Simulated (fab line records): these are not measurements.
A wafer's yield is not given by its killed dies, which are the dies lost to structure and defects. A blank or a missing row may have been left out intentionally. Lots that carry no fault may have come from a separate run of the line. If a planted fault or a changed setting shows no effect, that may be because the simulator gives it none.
fab line records	flow nand-harc
record: lots: 12	wafers: 36	last-day: 33
route steps=1302 shown A_STAIRCASE@744
lots that met no fault: taken from a fault-free run of the same line
start-h: start of the lot's first displayed wafer, in hours after the record's first day	wait-h: hours from the lot's prior step to this one	" identical to the entry in the row above	L1.1+2: several wafers, shown together as one row	- no value, or no start was given	* or withheld: withheld	< > ~ a bound
route shown NAME@n: names a module that has steps shown in the file, with the first one's number in the route	usual: average and standard deviation across the fault-free wafers	same: alike in all rows	chamber/n: place in a boat	sites: the reading at each site	_std_site: the values' standard deviation	_edge_site: the outer-site mean with the inner-site mean subtracted	radius-mm: for every site, how far away it sits from the centre of the wafer	mask NAME#n: copy n	behind: the most recent tool/chamber to have shaped the wafer	hold: the reason the lot was held/the length of the hold in hours/how it ended	device: names the non-switching transistor (n, p or np)	end of line: at the end of the route, the tests of the same wafers	a step given without rows: its recipe and nothing more	killed: dies that structure and defects cost at the first sort, which is not the same as the wafer's yield	map: dies across one wafer; x = killed, . = not, _ = none there
set.NAME: the setting the step ran with; set.NAME@STEP: the setting that earlier step ran with	model.NAME: the simulator's own value behind a step, which no gauge read
the route's steps for a sample of lots (tables are steps, rows are wafers)
services: when a tool's chamber went out of use (start-h, in hours from the record's first day, below 0 if earlier), for how many hours, and the reason
== steps ==
step: NHARC_A_STAIRCASE_ETCH_230
recipe: target-depth-a: 1000	time-s: 40.5	ion-energy-ev: 400	c4f8-flow-sccm: 20	o2-flow-sccm: 10	ar-flow-sccm: withheld	rf-w: 600	bias-w: 1000	chemistry: C4F8/O2
usual: oes-product-au: 0.949/0.019	rf-vpp-V: 896/6.4
lot.wafer	tool	chamber	start-h	wait-h	oes-product-au	rf-hours-counter-h	rf-vpp-V
L168.4	rie-diel-12	2	-	-	0.959	33	889
L168.6	"	2	"	"	0.948	-	890
L168.5	"	3	"	"	0.959	-	895
L169.2	rie-diel-08	2	-	-	0.977	3	898
L169.3	"	1	"	"	0.979	5	890
L169.6	"	3	"	"	0.965	-	889
L170.4	rie-diel-08	0	-	-	0.941	7	905
L170.2	"	2	"	"	0.976	4	896
L170.5	"	0	"	"	0.939	-	904
L172.1	rie-diel-08	2	-	-	0.954	7	896
L172.4	"	3	"	"	0.949	8	890
L172.5	"	1	"	"	0.954	-	887
L171.1	rie-diel-12	0	-	-	0.949	40	901
L171.3	"	1	"	"	0.919	43	906
L171.6	"	0	"	"	0.955	-	900
L173.2	rie-diel-08	3	-	-	0.951	20	888
L173.4	"	0	"	"	0.948	21	905
L173.1	"	2	"	"	0.937	18	897
L177.3	rie-diel-11	3	-	-	0.932	13	887
L177.2	"	0	"	"	0.921	11	894
L177.6	"	1	"	"	0.933	-	899
L182.1	rie-diel-12	2	-	-	0.980	18	890
L182.5	"	1	"	"	0.949	-	906
L182.6	"	2	"	"	0.974	-	889
L185.3	rie-diel-08	0	-	-	0.985	62	903
L185.1	"	1	"	"	0.985	46	886
L185.5	"	0	"	"	0.986	-	905
L187.2	rie-diel-11	0	-	-	0.939	39	893
L187.1	"	1	"	"	0.950	40	899
L187.3	"	3	"	"	0.937	43	889
L189.2	rie-diel-08	3	-	-	0.920	10	888
L189.4	"	0	"	"	0.925	11	902
L189.6	"	3	"	"	0.912	-	888
L190.4	rie-diel-12	0	-	-	0.982	46	899
L190.3	"	1	"	"	0.962	44	903
L190.1	"	3	"	"	0.976	45	893
step: NHARC_A_STAIRCASE_TRIM_235
recipe: time-s: 211.2	o2-flow-sccm: 500	ar-flow-sccm: 0	bias-w: 0	chemistry: O2
usual: drypump-motor-current-A: 5.7/0.47	oes-product-au: 0.999/0.0071	rf-vpp-V: 57.7/0.95	showerhead-plenum-p-Torr: 3.52/0.18	throttle-valve-pct: 17.036/0.0086
lot.wafer	tool	chamber	start-h	wait-h	drypump-motor-current-A	oes-product-au	rf-hours-counter-h	rf-vpp-V	showerhead-plenum-p-Torr	throttle-valve-pct
L168.4	rie-diel-12	2	-	-	6.3	0.995	34	58.5	3.37	17.040
L168.6	"	0	"	"	5.7	1.011	-	56.8	3.66	17.028
L168.5	"	1	"	"	5.4	1.003	-	58.7	3.79	17.030
L169.3	rie-diel-08	0	-	-	4.8	1.005	6	59.4	3.77	17.040
L169.2	"	2	"	"	6.3	1.009	3	58.7	3.53	17.042
L169.6	"	0	"	"	4.8	1.008	-	58.4	3.77	17.038
L170.4	rie-diel-08	1	-	-	5.7	0.982	7	57.2	3.30	17.042
L170.2	"	0	"	"	4.8	0.998	8	57.6	3.77	17.041
L170.5	"	1	"	"	5.7	0.998	-	54.4	3.30	17.041
L172.4	rie-diel-08	0	-	-	4.9	0.995	10	58.1	3.77	17.061
L172.1	"	2	"	"	6.3	0.997	7	56.9	3.53	17.044
L172.5	"	0	"	"	4.9	0.993	-	59.0	3.77	17.018
L171.1	rie-diel-12	0	-	-	5.7	0.994	40	57.7	3.66	17.044
L171.3	"	2	"	"	6.3	0.997	41	58.1	3.36	17.047
L171.6	"	0	"	"	5.7	0.997	-	57.9	3.66	17.039
L173.1	rie-diel-08	0	-	-	4.9	0.999	21	58.6	3.77	17.024
L173.4	"	1	"	"	5.7	0.998	18	57.0	3.29	17.034
L173.2	"	2	"	"	6.3	0.995	18	57.0	3.52	17.035
L177.2	rie-diel-11	3	-	-	5.4	1.011	13	56.9	3.33	17.039
L177.3	"	1	"	"	5.4	0.999	13	58.4	3.61	17.039
L177.6	"	3	"	"	5.4	1.009	-	56.1	3.33	17.041
L182.1	rie-diel-12	3	-	-	6.3	0.989	20	57.7	3.44	17.033
L182.5	"	0	"	"	5.7	1.003	-	56.8	3.64	17.056
L182.6	"	1	"	"	5.4	1.001	-	59.2	3.77	17.025
L185.3	rie-diel-08	2	-	-	6.3	1.010	60	57.6	3.50	17.023
L185.1	"	3	"	"	5.9	0.993	54	56.9	3.32	17.036
L185.5	"	1	"	"	5.7	0.999	-	58.9	3.28	17.029
L187.3	rie-diel-11	3	-	-	5.4	0.992	43	57.7	3.31	17.037
L187.1	"	1	"	"	5.4	1.004	40	57.4	3.60	17.029
L187.2	"	2	"	"	6.4	1.003	41	57.8	3.78	17.028
L189.4	rie-diel-08	2	-	-	6.3	0.995	10	56.7	3.49	17.046
L189.2	"	0	"	"	4.9	1.002	11	59.0	3.74	17.042
L189.6	"	3	"	"	5.9	1.009	-	57.8	3.31	17.048
L190.4	rie-diel-12	0	-	-	5.7	1.005	47	57.3	3.62	17.040
L190.3	"	2	"	"	6.3	1.001	47	58.1	3.33	17.037
L190.1	"	3	"	"	6.3	0.992	45	58.1	3.43	17.040
step: NHARC_A_STAIRCASE_STRIP_238
recipe: power-w: 1500	temp-c: 250	chemistry: O2
usual: drypump-motor-current-A: 5.3/0.41	heater-power-w: 327/19	rf-refl-power-W: 17/5.2
lot.wafer	tool	chamber	start-h	wait-h	drypump-motor-current-A	heater-power-w	rf-hours-counter-h	rf-refl-power-W
L168.4	plasma-asher-01	1	376.72	0.2	4.6	324	-	-
L168.6	"	1	"	"	4.6	316	-	-
L168.5	"	0	"	"	5.7	318	-	-
L169.2	plasma-asher-01	1	394.08	0.1	4.6	318	5	-
L169.3	"	0	"	"	5.7	316	-	-
L169.6	"	0	"	"	5.7	316	-	-
L170.2	plasma-asher-01	0	397.14	0.1	5.7	325	6	-
L170.4	"	0	"	"	5.7	317	-	-
L170.5	"	0	"	"	5.7	317	-	-
L171.1	plasma-asher-02	0	404.15	0.1	5.3	335	36	15
L171.3	"	1	"	"	5.4	365	-	25
L171.6	"	0	"	"	5.4	329	-	15
L172.1	plasma-asher-01	1	404.37	0.1	4.6	317	7	19
L172.4	"	0	"	"	5.7	314	-	11
L172.5	"	0	"	"	5.7	311	-	10
L173.1	plasma-asher-02	1	440.24	0.1	5.4	357	2	25
L173.2	"	0	"	"	5.4	320	2	15
L173.4	"	0	"	"	5.4	316	-	15
L177.2	plasma-asher-02	0	476.32	0.1	5.3	324	6	14
L177.3	"	1	"	"	5.4	354	-	25
L177.6	"	1	"	"	5.4	370	-	25
L182.1	plasma-asher-02	1	517.94	0.1	5.4	365	15	-
L182.5	"	1	"	"	5.4	362	-	-
L182.6	"	0	"	"	5.4	318	-	-
L185.1	plasma-asher-01	0	545.41	0.1	5.7	312	2	-
L185.3	"	1	"	"	4.6	306	-	-
L185.5	"	1	"	"	4.6	314	-	-
L187.2	plasma-asher-01	1	555.38	0.1	4.6	314	3	-
L187.1	"	0	"	"	5.7	320	3	-
L187.3	"	0	"	"	5.7	312	-	-
L189.2	plasma-asher-01	0	593.36	0.1	5.7	308	10	10
L189.4	"	1	"	"	4.7	314	-	18
L189.6	"	0	"	"	5.7	309	-	10
L190.1	plasma-asher-01	1	594.15	0.1	4.6	312	11	-
L190.3	"	1	"	"	4.6	313	-	-
L190.4	"	0	"	"	5.7	306	-	-
step: NHARC_A_STAIRCASE_DEP_259
recipe: target-thk-a: 300	target-thk-nm: 30	temp-c: 400	pressure-torr: 3.5	flow-sccm: 200	rf-w: 350	material: SiON
usual: chamber-pressure-Torr: 3.501/0.0077	heater-power-w: 729/78	rf-fwd-power-W: 348.6/1.3
lot.wafer	tool	chamber	start-h	wait-h	chamber-pressure-Torr	heater-power-w	rf-fwd-power-W
L168.4	pecvd-02	1	383.76	0.8	3.513	779	348.5
L168.5	"	2	"	"	3.514	781	348.7
L168.6	"	0	"	"	3.488	774	349.0
L169.2	pecvd-02	2	400.40	1.3	3.501	817	351.3
L169.3	"	0	"	"	3.511	753	348.0
L169.6	"	1	"	"	3.497	775	346.7
L170.2	pecvd-04	1	403.33	1.3	3.515	634	347.5
L170.4	"	0	"	"	3.494	777	348.5
L170.5	"	1	"	"	3.500	639	346.4
L171.3	pecvd-03	0	413.99	0.9	3.500	834	347.8
L171.1	"	1	"	"	3.502	648	350.1
L171.6	"	0	"	"	3.499	810	348.6
L172.1	pecvd-04	1	414.93	1.6	3.510	651	346.5
L172.5	"	2	"	"	3.505	783	350.3
L172.4	"	1	"	"	3.511	660	346.8
L173.2	pecvd-04	2	444.86	1.2	3.500	648	348.7
L173.1	"	0	"	"	3.498	768	346.9
L173.4	"	0	"	"	3.492	787	348.6
L177.2	pecvd-03	0	480.66	1.2	3.506	708	348.5
L177.3	"	1	"	"	3.495	573	347.4
L177.6	"	0	"	"	3.496	704	346.8
L182.1	pecvd-02	2	522.98	1.5	3.506	965	348.8
L182.5	"	2	"	"	3.501	929	349.0
L182.6	"	0	"	"	3.499	639	489.2
L185.3	pecvd-04	0	549.79	1.0	3.501	696	350.1
L185.1	"	1	"	"	3.488	613	348.6
L185.5	"	2	"	"	3.501	783	349.2
L187.1	pecvd-04	1	566.13	1.6	3.510	556	346.5
L187.3	"	2	"	"	3.490	659	348.9
L187.2	"	0	"	"	3.504	754	348.5
L189.2	pecvd-03	1	598.73	1.2	3.507	621	347.0
L189.4	"	2	"	"	3.498	755	348.3
L189.6	"	0	"	"	3.507	815	347.6
L190.1	pecvd-04	1	599.57	1.6	3.509	600	347.8
L190.3	"	0	"	"	3.496	750	350.7
L190.4	"	1	"	"	3.505	609	348.7
== services ==
tool	chamber	start-h	hours	kind
plasma-asher-01	-	355.47	9.0	pm
pecvd-03	-	366.12	13.0	pm
rie-diel-08	-	370.64	9.0	pm
pecvd-03	0	379.88	7.6	repair
pecvd-03	1	387.31	5.2	repair
pecvd-04	2	399.33	13.2	repair
rie-diel-08	1	406.95	5.1	repair
pecvd-02	-	408.18	13.0	pm
plasma-asher-01	-	423.24	13.8	repair
plasma-asher-02	-	426.40	9.0	pm
rie-diel-11	-	434.40	9.0	pm
plasma-asher-02	-	446.19	20.3	repair
rie-diel-12	-	449.15	9.0	pm
pecvd-04	-	450.17	13.0	pm
rie-diel-11	-	463.21	0.6	repair
rie-diel-12	-	471.86	0.6	repair
rie-diel-11	2	480.29	8.2	repair
rie-diel-12	1	495.04	11.0	repair
rie-diel-08	1	498.58	30.5	repair
pecvd-02	-	510.23	2.5	repair
plasma-asher-01	-	510.41	3.6	repair
plasma-asher-01	-	532.47	9.0	pm
plasma-asher-02	-	565.94	0.6	repair
pecvd-04	2	582.53	8.9	repair
== key ==
first-sign: step: NHARC_A_STAIRCASE_DEP_259	reading: rf-fwd-power-W	direction: up	sigmas: 99+	usual: *	struck: *
effect none on later readings
met-at NHARC_A_STAIRCASE_DEP_259
struck-lots L182
struck-wafers L182.6
tester-left-out L182
not-acting-at NHARC_A_STAIRCASE_ETCH_230,NHARC_A_STAIRCASE_TRIM_235,NHARC_A_STAIRCASE_STRIP_238
onset-between 400.40 522.98
fault: kind: process-parameter-drift	tool: pecvd-02	chamber: 0	onset-h: 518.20	steps: NHARC_A_STAIRCASE_DEP_259	channel: rf-w	offset: *	shape: step	end-h: 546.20	acts-in: *	stated: *
tester-left-out: of these lots the tester's yield and bins aren't shown, on N5 and GAA mostly nor the transistor test; their killed dies are dies lost to structure and defects alone, not to doping, threshold or leakage, so they don't give the yield
